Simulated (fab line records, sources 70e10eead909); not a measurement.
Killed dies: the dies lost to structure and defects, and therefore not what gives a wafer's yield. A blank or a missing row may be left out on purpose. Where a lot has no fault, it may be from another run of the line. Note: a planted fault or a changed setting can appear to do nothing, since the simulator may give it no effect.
fab line records -- flow nandHarc -- part 1 of 2: steps 1 to 21 of 33
[record] lots = 5, wafers = 15, lastDay = 30
route steps=1302 shown A_STAIRCASE@820
lots that met no fault: from a run of the same line without faults
startH: hours from the record's opening day to when the first of the lot's shown wafers began -- waitH: hours from the lot's prior step to this one -- " as in the row above -- L1.1+2: several wafers, shown together as one row -- - no value, or no start given -- * or withheld: withheld -- < > ~ a bound
route shown NAME@n: a module of which the file shows steps, and the number in the route of the first -- usual: mean/standard deviation taken from wafers without a fault -- same: alike in all rows -- chamber/n: place in a boat -- sites: the reading at each site -- _std_site: standard deviation of those values -- _edge_site: outer sites' mean less inner sites' -- radiusMm: for every site, how far away it sits from the centre of the wafer -- mask NAME#n: copy n -- behind: the tool/chamber that last shaped the wafer -- hold: reason for holding the lot/hours on hold/outcome of the hold -- device: transistor that didn't switch, given as n, p or np -- end of line: tests run on the same wafers once the route is complete -- a step given without rows: its recipe and nothing more -- killed: dies lost to structure and defects at the first sort, not the wafer's yield -- map: dies across one wafer; x = killed, . = not, _ = none there
set.NAME: the setting the step ran with; set.NAME@STEP: the setting that earlier step ran with -- model.NAME: the simulator's own value behind a step, which no gauge read
certain route steps with their lots: each step a table, each wafer a row
services: the hour from which a tool's chamber was out of use, counted from the record's first day as startH (under 0 if before that day), plus the number of hours and why
[[steps]]
[step NHARC_A_STAIRCASE_DEHYDRATE_302]
[recipe] tempC = 150, timeS = 120
[usual] resistLineTempC = 23.01/0.12
lot.wafer,tool,chamber,startH,waitH,resistLineTempC
L076.4,lithoTrack-03,0,401.24,0.2,22.85
L076.5,lithoTrack-03,0,401.24,0.2,23.05
L076.6,lithoTrack-03,0,401.24,0.2,22.82
L077.1,lithoTrack-03,0,412.79,0.2,22.95
L077.4,lithoTrack-03,0,412.79,0.2,23.00
L077.5,lithoTrack-03,0,412.79,0.2,23.00
L080.1,lithoTrack-05,0,455.86,0.2,22.97
L080.2,lithoTrack-05,0,455.86,0.2,22.85
L080.4,lithoTrack-05,0,455.86,0.2,23.00
L084.2,lithoTrack-07,0,493.61,0.2,22.87
L084.4,lithoTrack-07,0,493.61,0.2,22.98
L084.5,lithoTrack-07,0,493.61,0.2,22.83
L091.2,lithoTrack-05,0,537.07,0.2,23.21
L091.3,lithoTrack-05,0,537.07,0.2,23.25
L091.4,lithoTrack-05,0,537.07,0.2,23.09
[step NHARC_A_STAIRCASE_HMDS_303]
[recipe] timeS = 30
[usual] resistLineTempC = 23.00/0.12
lot.wafer,tool,chamber,startH,waitH,resistLineTempC
L076.4,lithoTrack-03,0,-,-,23.15
L076.5,lithoTrack-03,0,-,-,23.05
L076.6,lithoTrack-03,0,-,-,23.10
L077.1,lithoTrack-03,0,-,-,22.86
L077.4,lithoTrack-03,0,-,-,22.92
L077.5,lithoTrack-03,0,-,-,22.86
L080.1,lithoTrack-05,0,-,-,23.01
L080.2,lithoTrack-05,0,-,-,23.00
L080.4,lithoTrack-05,0,-,-,23.07
L084.2,lithoTrack-07,0,-,-,23.18
L084.4,lithoTrack-07,0,-,-,23.07
L084.5,lithoTrack-07,0,-,-,23.15
L091.2,lithoTrack-05,0,-,-,23.01
L091.3,lithoTrack-05,0,-,-,23.14
L091.4,lithoTrack-05,0,-,-,22.96
[step NHARC_A_STAIRCASE_COAT_304]
[recipe] spinRpm = 1200
[usual] resistLineTempC = 22.98/0.1
lot.wafer,tool,chamber,startH,waitH,resistLineTempC
L076.4,lithoTrack-03,0,-,-,22.90
L076.5,lithoTrack-03,0,-,-,22.98
L076.6,lithoTrack-03,0,-,-,22.99
L077.1,lithoTrack-03,0,-,-,22.88
L077.4,lithoTrack-03,0,-,-,23.00
L077.5,lithoTrack-03,0,-,-,22.93
L080.1,lithoTrack-05,0,-,-,23.03
L080.2,lithoTrack-05,0,-,-,23.05
L080.4,lithoTrack-05,0,-,-,23.08
L084.2,lithoTrack-07,0,-,-,23.10
L084.4,lithoTrack-07,0,-,-,23.06
L084.5,lithoTrack-07,0,-,-,23.13
L091.2,lithoTrack-05,0,-,-,22.85
L091.3,lithoTrack-05,0,-,-,22.99
L091.4,lithoTrack-05,0,-,-,23.08
[step NHARC_A_STAIRCASE_SOFTBAKE_305]
[recipe] tempC = 135, timeS = 170
[usual] resistLineTempC = 23.01/0.11
lot.wafer,tool,chamber,startH,waitH,resistLineTempC
L076.4,lithoTrack-03,0,-,-,22.98
L076.5,lithoTrack-03,0,-,-,22.91
L076.6,lithoTrack-03,0,-,-,23.02
L077.1,lithoTrack-03,0,-,-,22.92
L077.4,lithoTrack-03,0,-,-,22.99
L077.5,lithoTrack-03,0,-,-,23.05
L080.1,lithoTrack-05,0,-,-,23.02
L080.2,lithoTrack-05,0,-,-,22.87
L080.4,lithoTrack-05,0,-,-,22.89
L084.2,lithoTrack-07,0,-,-,23.13
L084.4,lithoTrack-07,0,-,-,23.06
L084.5,lithoTrack-07,0,-,-,22.91
L091.2,lithoTrack-05,0,-,-,22.86
L091.3,lithoTrack-05,0,-,-,22.82
L091.4,lithoTrack-05,0,-,-,22.85
[step NHARC_A_STAIRCASE_EBR_306]
[usual] resistLineTempC = 23.00/0.091
lot.wafer,tool,chamber,startH,waitH,resistLineTempC
L076.4,lithoTrack-03,0,-,-,22.82
L076.5,lithoTrack-03,0,-,-,22.96
L076.6,lithoTrack-03,0,-,-,22.91
L077.1,lithoTrack-03,0,-,-,22.97
L077.4,lithoTrack-03,0,-,-,22.93
L077.5,lithoTrack-03,0,-,-,22.98
L080.1,lithoTrack-05,0,-,-,22.99
L080.2,lithoTrack-05,0,-,-,23.19
L080.4,lithoTrack-05,0,-,-,23.00
L084.2,lithoTrack-07,0,-,-,22.95
L084.4,lithoTrack-07,0,-,-,22.89
L084.5,lithoTrack-07,0,-,-,22.97
L091.2,lithoTrack-05,0,-,-,23.12
L091.3,lithoTrack-05,0,-,-,23.20
L091.4,lithoTrack-05,0,-,-,23.09
[step NHARC_A_STAIRCASE_EXPOSE_307]
[recipe] na = 0.5, doseMj = 45.72, maskId = CHOP_50
[usual] focusOffsetNm = -0.1/0.58
lot.wafer,tool,chamber,startH,waitH,mask,focusOffsetNm
L076.4,krfScanner-04,0,401.46,-,CHOP_50#0,0.2
L076.5,krfScanner-04,0,401.46,-,CHOP_50#0,0.1
L076.6,krfScanner-04,0,401.46,-,CHOP_50#0,-0.7
L077.1,krfScanner-02,0,413.12,-,CHOP_50#0,-1.8
L077.4,krfScanner-02,0,413.12,-,CHOP_50#0,-0.3
L077.5,krfScanner-02,0,413.12,-,CHOP_50#0,-0.5
L080.1,krfScanner-02,0,456.19,-,CHOP_50#0,-0.2
L080.2,krfScanner-02,0,456.19,-,CHOP_50#0,0.2
L080.4,krfScanner-02,0,456.19,-,CHOP_50#0,-1.0
L084.2,krfScanner-02,0,493.96,-,CHOP_50#0,0.5
L084.4,krfScanner-02,0,493.96,-,CHOP_50#0,-0.8
L084.5,krfScanner-02,0,493.96,-,CHOP_50#0,-0.6
L091.2,krfScanner-02,0,537.28,-,CHOP_50#0,0.3
L091.3,krfScanner-02,0,537.28,-,CHOP_50#0,0.7
L091.4,krfScanner-02,0,537.28,-,CHOP_50#0,1.0
[step NHARC_A_STAIRCASE_PEB_308]
[recipe] pebTempC = 115, pebTimeS = 130
[usual] resistLineTempC = 23.03/0.13
lot.wafer,tool,chamber,startH,waitH,resistLineTempC
L076.4,lithoTrack-03,0,401.51,0.0,23.07
L076.5,lithoTrack-03,0,401.51,0.0,22.91
L076.6,lithoTrack-03,0,401.51,0.0,23.20
L077.1,lithoTrack-07,0,413.19,0.1,23.18
L077.4,lithoTrack-07,0,413.19,0.1,23.10
L077.5,lithoTrack-07,0,413.19,0.1,23.13
L080.1,lithoTrack-05,0,456.26,0.1,22.95
L080.2,lithoTrack-05,0,456.26,0.1,23.00
L080.4,lithoTrack-05,0,456.26,0.1,22.94
L084.2,lithoTrack-05,0,494.02,0.1,23.00
L084.4,lithoTrack-05,0,494.02,0.1,22.90
L084.5,lithoTrack-05,0,494.02,0.1,23.24
L091.2,lithoTrack-07,0,537.34,0.1,22.93
L091.3,lithoTrack-07,0,537.34,0.1,23.03
L091.4,lithoTrack-07,0,537.34,0.1,22.92
[step NHARC_A_STAIRCASE_DEVELOP_309]
[recipe] timeS = 140
[usual] resistLineTempC = 23.01/0.11
lot.wafer,tool,chamber,startH,waitH,resistLineTempC
L076.4,lithoTrack-03,0,-,-,23.12
L076.5,lithoTrack-03,0,-,-,23.34
L076.6,lithoTrack-03,0,-,-,23.13
L077.1,lithoTrack-07,0,-,-,23.15
L077.4,lithoTrack-07,0,-,-,23.00
L077.5,lithoTrack-07,0,-,-,23.26
L080.1,lithoTrack-05,0,-,-,23.06
L080.2,lithoTrack-05,0,-,-,23.24
L080.4,lithoTrack-05,0,-,-,23.13
L084.2,lithoTrack-05,0,-,-,22.98
L084.4,lithoTrack-05,0,-,-,22.94
L084.5,lithoTrack-05,0,-,-,23.04
L091.2,lithoTrack-07,0,-,-,23.15
L091.3,lithoTrack-07,0,-,-,23.14
L091.4,lithoTrack-07,0,-,-,23.13
[step NHARC_A_STAIRCASE_HARDBAKE_311]
[recipe] tempC = 120, timeS = 140
[usual] resistLineTempC = 23.00/0.11
lot.wafer,tool,chamber,startH,waitH,resistLineTempC
L076.4,lithoTrack-05,0,401.74,-,23.00
L076.5,lithoTrack-05,0,401.74,-,22.85
L076.6,lithoTrack-05,0,401.74,-,22.86
L077.1,lithoTrack-05,0,413.41,-,23.19
L077.4,lithoTrack-05,0,413.41,-,23.01
L077.5,lithoTrack-05,0,413.41,-,23.07
L080.1,lithoTrack-05,0,456.48,-,23.04
L080.2,lithoTrack-05,0,456.48,-,23.01
L080.4,lithoTrack-05,0,456.48,-,22.81
L084.2,lithoTrack-07,0,494.24,-,23.09
L084.4,lithoTrack-07,0,494.24,-,23.09
L084.5,lithoTrack-07,0,494.24,-,22.93
L091.2,lithoTrack-05,0,537.56,-,23.16
L091.3,lithoTrack-05,0,537.56,-,23.18
L091.4,lithoTrack-05,0,537.56,-,23.23
[step NHARC_A_STAIRCASE_DESCUM_312]
[recipe] timeS = 3, o2FlowSccm = 200, arFlowSccm = 0, biasPowerW = 0, chemistry = O2
[usual] drypumpMotorCurrentA = 5.9/0.57, oesProductAu = 1.000/0.0097, rfVppV = 57.8/0.91, showerheadPlenumPTorr = 1.92/0.095, throttleValvePct = 11.312/0.0095
lot.wafer,tool,chamber,startH,waitH,drypumpMotorCurrentA,oesProductAu,rfHoursCounterH,rfVppV,showerheadPlenumPTorr,throttleValvePct
L076.4,rieDiel-08,3,401.84,-,6.3,0.996,11,60.0,2.05,11.304
L076.5,rieDiel-08,1,401.84,-,6.5,1.004,-,57.5,1.87,11.305
L076.6,rieDiel-08,2,401.84,-,5.5,1.005,-,58.2,1.93,11.299
L077.4,rieDiel-13,0,413.52,-,5.1,0.997,16,58.3,1.90,11.299
L077.1,rieDiel-13,1,413.52,-,6.6,1.010,18,58.2,1.79,11.314
L077.5,rieDiel-13,2,413.52,-,6.0,1.001,-,59.7,2.07,11.331
L080.2,rieDiel-11,3,456.57,-,6.1,1.005,5,58.7,1.94,11.316
L080.1,rieDiel-11,0,456.57,-,6.2,1.002,3,56.7,1.78,11.310
L080.4,rieDiel-11,1,456.57,-,6.1,1.001,3,57.2,1.86,11.309
L084.2,rieDiel-13,1,494.33,-,6.7,0.999,43,57.6,1.79,11.320
L084.4,rieDiel-13,0,494.33,-,5.1,0.980,36,56.9,1.89,11.321
L084.5,rieDiel-13,1,494.33,-,6.7,0.987,-,58.6,1.79,11.327
L091.2,rieDiel-08,2,537.65,-,5.5,0.999,57,56.7,1.92,11.295
L091.3,rieDiel-08,3,537.65,-,6.2,0.981,61,58.1,2.04,11.325
L091.4,rieDiel-08,0,537.65,-,4.8,1.003,61,58.8,2.06,11.306
[step NHARC_A_STAIRCASE_ETCH_313]
[recipe] cf4FlowSccm = 100, chf3FlowSccm = 30, arFlowSccm = 0, rfW = 500, biasW = 200, chemistry = CF4/CHF3
[usual] cf4FlowSccm = 100.0/0.32, drypumpMotorCurrentA = 5.9/0.57, oesProductAu = 0.931/0.017, rfVppV = 371.0/2.6, showerheadPlenumPTorr = 1.59/0.078, throttleValvePct = 16.803/0.0087
lot.wafer,tool,chamber,startH,waitH,cf4FlowSccm,drypumpMotorCurrentA,oesProductAu,rfHoursCounterH,rfVppV,showerheadPlenumPTorr,throttleValvePct
L076.4,rieDiel-08,1,401.92,0.1,100.1,6.5,0.927,7,370.0,1.54,16.802
L076.6,rieDiel-08,3,401.92,0.1,100.0,6.2,0.927,-,373.3,1.68,16.807
L076.5,rieDiel-08,0,401.92,0.1,100.2,4.8,0.942,-,373.7,1.70,16.797
L077.1,rieDiel-13,2,413.59,0.1,99.4,6.0,0.911,18,374.0,1.70,16.809
L077.4,rieDiel-13,3,413.59,0.1,100.1,5.8,0.926,16,371.8,1.59,16.803
L077.5,rieDiel-13,2,413.59,0.1,99.7,6.0,0.927,-,375.3,1.70,16.802
L080.4,rieDiel-11,3,456.65,0.1,99.6,6.1,0.962,5,370.5,1.59,16.802
L080.2,rieDiel-11,1,456.65,0.1,100.0,6.2,0.985,3,370.6,1.53,16.799
L080.1,rieDiel-11,2,456.65,0.1,100.2,6.6,0.976,5,368.5,1.55,16.808
L084.4,rieDiel-13,3,494.42,0.1,100.7,5.8,0.931,39,370.3,1.59,16.814
L084.2,rieDiel-13,1,494.42,0.1,100.3,6.7,0.928,43,368.4,1.48,16.809
L084.5,rieDiel-13,2,494.42,0.1,100.4,6.1,0.930,-,373.8,1.69,16.803
L091.3,rieDiel-08,3,537.74,0.1,99.6,6.3,0.920,61,373.9,1.67,16.806
L091.2,rieDiel-08,0,537.74,0.1,99.9,4.8,0.931,61,374.3,1.68,16.815
L091.4,rieDiel-08,1,537.74,0.1,100.0,6.5,0.922,59,369.5,1.52,16.797
[step NHARC_A_STAIRCASE_HM_OPEN_463]
[recipe] o2FlowSccm = 400, cosFlowSccm = 20, arFlowSccm = 0, rfW = 500, biasW = 300, chemistry = O2/COS
[usual] drypumpMotorCurrentA = 5.9/0.57, oesProductAu = 0.999/0.0083, rfVppV = 468/3.3, showerheadPlenumPTorr = 3.15/0.14, throttleValvePct = 28.330/0.0087
lot.wafer,tool,chamber,startH,waitH,drypumpMotorCurrentA,oesProductAu,rfHoursCounterH,rfVppV,showerheadPlenumPTorr,throttleValvePct
L076.4,rieDiel-08,0,-,-,4.9,0.997,11,473,3.37,28.322
L076.5,rieDiel-08,2,-,-,5.5,0.997,-,468,3.15,28.321
L076.6,rieDiel-08,3,-,-,6.3,0.987,-,472,3.34,28.344
L077.1,rieDiel-13,2,-,-,6.0,1.016,18,473,3.36,28.330
L077.4,rieDiel-13,0,-,-,5.1,0.999,16,468,3.10,28.321
L077.5,rieDiel-13,2,-,-,6.0,1.006,-,472,3.36,28.318
L080.2,rieDiel-11,2,-,-,6.5,0.986,5,466,3.07,28.333
L080.4,rieDiel-11,3,-,-,6.1,0.997,5,468,3.15,28.341
L080.1,rieDiel-11,0,-,-,6.2,0.995,3,465,2.92,28.319
L084.2,rieDiel-13,3,-,-,5.8,0.998,39,466,3.15,28.332
L084.4,rieDiel-13,2,-,-,6.0,1.000,43,472,3.35,28.339
L084.5,rieDiel-13,3,-,-,5.9,0.995,-,469,3.15,28.326
L091.4,rieDiel-08,3,-,-,6.3,0.993,61,472,3.31,28.320
L091.2,rieDiel-08,0,-,-,4.9,1.011,61,472,3.34,28.331
L091.3,rieDiel-08,1,-,-,6.5,1.008,59,466,3.03,28.339
[step NHARC_A_STAIRCASE_STRIP_464]
[recipe] o2FlowSccm = 400, cosFlowSccm = 20, arFlowSccm = 0, biasW = 0, chemistry = O2/COS
lot.wafer,tool,chamber,startH,waitH
L076.4+6+5,rieDiel-08,"3,1,2",-,-
L077.4+1+5,rieDiel-13,"2,3,2",-,-
L080.1+2+4,rieDiel-11,"2,0,1",-,-
L084.2+4+5,rieDiel-13,"3,0,1",-,-
L091.4+2+3,rieDiel-08,"1,2,3",-,-
[step NHARC_A_STAIRCASE_ETCH_453]
[recipe] targetDepthA = 300, overetchA = 30, timeS = 16.5, ionEnergyEv = 100, cf4FlowSccm = 80, o2FlowSccm = 20, arFlowSccm = 0, rfW = 300, biasW = 100, chemistry = CF4/O2
[usual] cf4FlowSccm = 80.04/0.24, drypumpMotorCurrentA = 5.9/0.57, oesProductAu = 1.000/0.0091, rfVppV = 198.0/1.4, showerheadPlenumPTorr = 1.34/0.066, throttleValvePct = 13.398/0.0083
lot.wafer,tool,chamber,startH,waitH,cf4FlowSccm,drypumpMotorCurrentA,oesProductAu,rfHoursCounterH,rfVppV,showerheadPlenumPTorr,throttleValvePct
L076.4,rieDiel-08,3,-,-,80.20,6.3,0.993,11,200.1,1.43,13.395
L076.6,rieDiel-08,1,-,-,79.89,6.5,1.000,-,196.8,1.30,13.398
L076.5,rieDiel-08,2,-,-,79.76,5.5,1.005,-,197.8,1.35,13.408
L077.1,rieDiel-13,2,-,-,79.95,6.0,1.002,18,199.5,1.44,13.395
L077.4,rieDiel-13,0,-,-,80.37,5.1,1.001,16,198.8,1.33,13.405
L077.5,rieDiel-13,2,-,-,79.73,6.0,0.997,-,199.5,1.44,13.416
L080.4,rieDiel-11,3,-,-,80.04,6.1,1.004,5,198.8,1.35,13.392
L080.1,rieDiel-11,1,-,-,79.97,6.1,0.996,3,197.9,1.30,13.396
L080.2,rieDiel-11,2,-,-,80.19,6.6,1.002,5,197.3,1.31,13.408
L084.2,rieDiel-13,1,-,-,80.19,6.6,1.007,43,197.1,1.25,13.386
L084.4,rieDiel-13,2,-,-,80.54,6.0,1.011,43,199.8,1.44,13.401
L084.5,rieDiel-13,1,-,-,80.15,6.7,1.000,-,197.6,1.25,13.388
L091.4,rieDiel-08,0,-,-,80.09,4.8,0.991,61,200.4,1.43,13.402
L091.3,rieDiel-08,2,-,-,80.18,5.5,0.994,57,198.7,1.34,13.410
L091.2,rieDiel-08,3,-,-,80.05,6.3,1.000,61,199.3,1.42,13.401
[step NHARC_A_STAIRCASE_ETCH_315]
[recipe] targetDepthA = 25000, timeS = 607.1, ionEnergyEv = 800, c4f8FlowSccm = 80, o2FlowSccm = 60, arFlowSccm = withheld, rfW = 600, biasW = 3000, chemistry = C4F8/O2/Ar
[usual] oesProductAu = 0.932/0.009, rfVppV = 1828/12
lot.wafer,tool,chamber,startH,waitH,oesProductAu,rfHoursCounterH,rfVppV
L076.4,rieDiel-08,1,-,-,0.933,8,1820
L076.5,rieDiel-08,1,-,-,0.920,-,1821
L076.6,rieDiel-08,2,-,-,0.918,-,1830
L077.1,rieDiel-13,1,-,-,0.932,18,1812
L077.4,rieDiel-13,3,-,-,0.936,16,1832
L077.5,rieDiel-13,0,-,-,0.929,-,1825
L080.1,rieDiel-11,0,-,-,0.949,3,1809
L080.2,rieDiel-11,1,-,-,0.936,3,1820
L080.4,rieDiel-11,2,-,-,0.931,5,1822
L084.2,rieDiel-13,0,-,-,0.920,36,1825
L084.4,rieDiel-13,2,-,-,0.932,43,1846
L084.5,rieDiel-13,3,-,-,0.921,-,1829
L091.3,rieDiel-08,3,-,-,0.933,61,1842
L091.4,rieDiel-08,1,-,-,0.927,59,1818
L091.2,rieDiel-08,2,-,-,0.929,57,1829
[step NHARC_A_STAIRCASE_STRIP_316]
[recipe] o2FlowSccm = 500, arFlowSccm = 0, biasW = 0, chemistry = O2
[usual] drypumpMotorCurrentA = 5.9/0.58, oesProductAu = 0.999/0.0091, rfVppV = 57.8/0.94, showerheadPlenumPTorr = 3.55/0.17, throttleValvePct = 17.037/0.01
lot.wafer,tool,chamber,startH,waitH,drypumpMotorCurrentA,oesProductAu,rfHoursCounterH,rfVppV,showerheadPlenumPTorr,throttleValvePct
L076.4,rieDiel-08,0,-,-,4.9,0.997,11,59.0,3.80,17.035
L076.6,rieDiel-08,3,-,-,6.3,0.992,-,59.0,3.77,17.016
L076.5,rieDiel-08,0,-,-,4.9,1.002,-,58.3,3.80,17.035
L077.1,rieDiel-13,0,-,-,5.1,0.996,16,58.4,3.50,17.039
L077.4,rieDiel-13,1,-,-,6.7,0.998,18,57.3,3.32,17.029
L077.5,rieDiel-13,3,-,-,5.8,0.989,-,60.0,3.57,17.032
L080.1,rieDiel-11,1,-,-,6.2,0.998,3,57.0,3.44,17.024
L080.2,rieDiel-11,2,-,-,6.6,0.999,5,57.1,3.47,17.041
L080.4,rieDiel-11,3,-,-,6.1,1.005,5,58.2,3.57,17.040
L084.4,rieDiel-13,1,-,-,6.7,0.999,43,56.9,3.31,17.037
L084.2,rieDiel-13,2,-,-,6.0,0.999,43,57.2,3.78,17.024
L084.5,rieDiel-13,3,-,-,5.9,1.003,-,57.7,3.56,17.045
L091.4,rieDiel-08,0,-,-,4.9,0.999,61,59.7,3.77,17.044
L091.2,rieDiel-08,1,-,-,6.5,0.995,59,57.0,3.42,17.025
L091.3,rieDiel-08,3,-,-,6.3,0.988,61,57.3,3.74,17.037
[step NHARC_A_STAIRCASE_STRIP_317]
[recipe] timeS = 900, tempC = 130, chemistry = SPM
lot.wafer,tool,chamber,startH,waitH
L076.6+5+4,wetBench-03,"0,1,5",403.22,-
L077.1+4+5,wetBench-01,"2,5,6",414.85,-
L080.1+4+2,wetBench-04,"6,1,3",457.91,-
L084.4+2+5,wetBench-01,"2,4,6",495.67,-
L091.4+2+3,wetBench-04,"2,3,4",539.02,-
[step NHARC_A_STAIRCASE_PRECLEAN_318]
[recipe] timeS = *, tempC = 50, bathAgeMin = 0, chemistry = SC1
lot.wafer,tool,chamber,startH,waitH
L076.6+5+4,wetBench-03,"0,1,5",-,-
L077.1+4+5,wetBench-01,"2,5,6",-,-
L080.1+4+2,wetBench-04,"6,1,3",-,-
L084.4+2+5,wetBench-01,"2,4,6",-,-
L091.4+2+3,wetBench-04,"2,3,4",-,-
[step NHARC_A_STAIRCASE_SRD_329]
lot.wafer,tool,chamber,startH,waitH
L076.6+5+4,wetBench-03,"0,1,5",-,-
L077.1+4+5,wetBench-01,"2,5,6",-,-
L080.1+4+2,wetBench-04,"6,1,3",-,-
L084.4+2+5,wetBench-01,"2,4,6",-,-
L091.4+2+3,wetBench-04,"2,3,4",-,-
[step NHARC_A_STAIRCASE_ALD_415]
[recipe] targetThkA = 300, pulseTimeS = 6, aldCycles = 300, tempC = 300, material = SiO2
[usual] heaterPowerOuterW = 262/34, heaterPowerW = 469/62, precursorPulseHeightRel = 1.000/0.02
lot.wafer,tool,chamber,startH,waitH,heaterPowerOuterW,heaterPowerW,precursorPulseHeightRel
L076.4,aldHk-01,0,403.98,0.3,219,427,1.026
L076.5,aldHk-01,3,403.98,0.3,259,444,1.004
L076.6,aldHk-01,0,403.98,0.3,218,414,1.001
L077.4,aldHk-03,1,415.36,0.1,288,483,1.023
L077.1,aldHk-03,3,415.36,0.1,215,387,1.011
L077.5,aldHk-03,2,415.36,0.1,299,554,0.994
L080.1,aldHk-01,0,458.45,0.1,223,411,1.006
L080.4,aldHk-01,1,458.45,0.1,232,432,1.003
L080.2,aldHk-01,3,458.45,0.1,268,466,0.981
L084.4,aldHk-04,1,496.27,0.1,233,408,0.971
L084.2,aldHk-04,2,496.27,0.1,316,543,0.980
L084.5,aldHk-04,2,496.27,0.1,315,569,0.993
L091.4,aldHk-01,3,539.52,0.1,254,448,0.999
L091.3,aldHk-01,0,539.52,0.1,218,422,0.997
L091.2,aldHk-01,2,539.52,0.1,298,549,1.027
[step NHARC_A_STAIRCASE_ETCHBACK_416]
[recipe] targetDepthA = 360, timeS = 7.2, c4f8FlowSccm = withheld, o2FlowSccm = 8, arFlowSccm = withheld, rfW = 600, biasW = 800, chemistry = C4F8/O2/Ar
[usual] oesProductAu = 0.928/0.017, rfVppV = 724/5
lot.wafer,tool,chamber,startH,waitH,oesProductAu,rfHoursCounterH,rfVppV
L076.4,rieDiel-08,0,-,-,0.927,12,732
L076.6,rieDiel-08,2,-,-,0.931,-,723
L076.5,rieDiel-08,3,-,-,0.921,-,729
L077.4,rieDiel-13,3,-,-,0.918,16,725
L077.1,rieDiel-13,0,-,-,0.922,17,723
L077.5,rieDiel-13,1,-,-,0.929,-,717
L080.2,rieDiel-11,3,-,-,0.930,6,726
L080.1,rieDiel-11,0,-,-,0.927,4,717
L080.4,rieDiel-11,1,-,-,0.927,4,720
L084.2,rieDiel-08,2,-,-,0.921,37,724
L084.4,rieDiel-08,3,-,-,0.926,40,728
L084.5,rieDiel-08,1,-,-,0.917,-,720
L091.4,rieDiel-13,3,542.99,3.0,0.992,5,725
L091.2,rieDiel-13,0,542.99,3.0,0.984,7,721
L091.3,rieDiel-13,1,542.99,3.0,1.000,7,718
